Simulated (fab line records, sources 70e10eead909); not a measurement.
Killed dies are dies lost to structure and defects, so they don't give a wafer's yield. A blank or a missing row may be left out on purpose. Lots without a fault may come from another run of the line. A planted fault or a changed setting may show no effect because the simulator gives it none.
Chamber matching | flow nand_harc | NHARC_A_BLC_ALD_23 on ald_metal-03: 4 sister chambers
The step deposits TiN, target thk 3 nm, pulse time 1 s, ald cycles 150. 4 wafers are shown with their chamber, then 7 later ones without.

WAFERS WITH THEIR CHAMBER
wafer  | chamber | heater_power_w (W)
L083.4 | 0       | 971
L083.5 | 3       | 1061
L086.4 | 2       | 1331
L086.5 | 1       | 982

WAFERS WITHOUT THEIR CHAMBER
wafer  | heater_power_w (W)
L086.6 | 984
L087.3 | 1067
L087.5 | 1042
L087.6 | 985
L093.3 | 1001
L093.4 | 1299
L093.5 | 993

WHICH CHAMBER EACH WENT THROUGH
wafer  | from the rows above     | in truth
L086.6 | can't be placed: 1 or 0 | 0
L087.3 | 3                       | 3
L087.5 | 3                       | 3
L087.6 | can't be placed: 1 or 0 | 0
L093.3 | can't be placed: 1 or 0 | 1
L093.4 | 2                       | 2
L093.5 | can't be placed: 1 or 0 | 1
Placed correctly: 3 of 7. Can't be placed from these rows: 4 (the true chamber is among the candidates in 4). Placed wrongly: 0.
How it was worked out, from the rows above alone: a wafer's distance from a chamber is the root of the sum, over the readings, of the square of ((its reading less the chamber's mean) divided by the reading's scatter). The wafer belongs to the nearest chamber; if the next one is less than 2 further off, it can't be placed. A chamber's mean is the mean of its shown wafers. The scatter: with one shown wafer a chamber, the root of the mean of the squares of how far each hidden wafer lies from its nearest shown one.
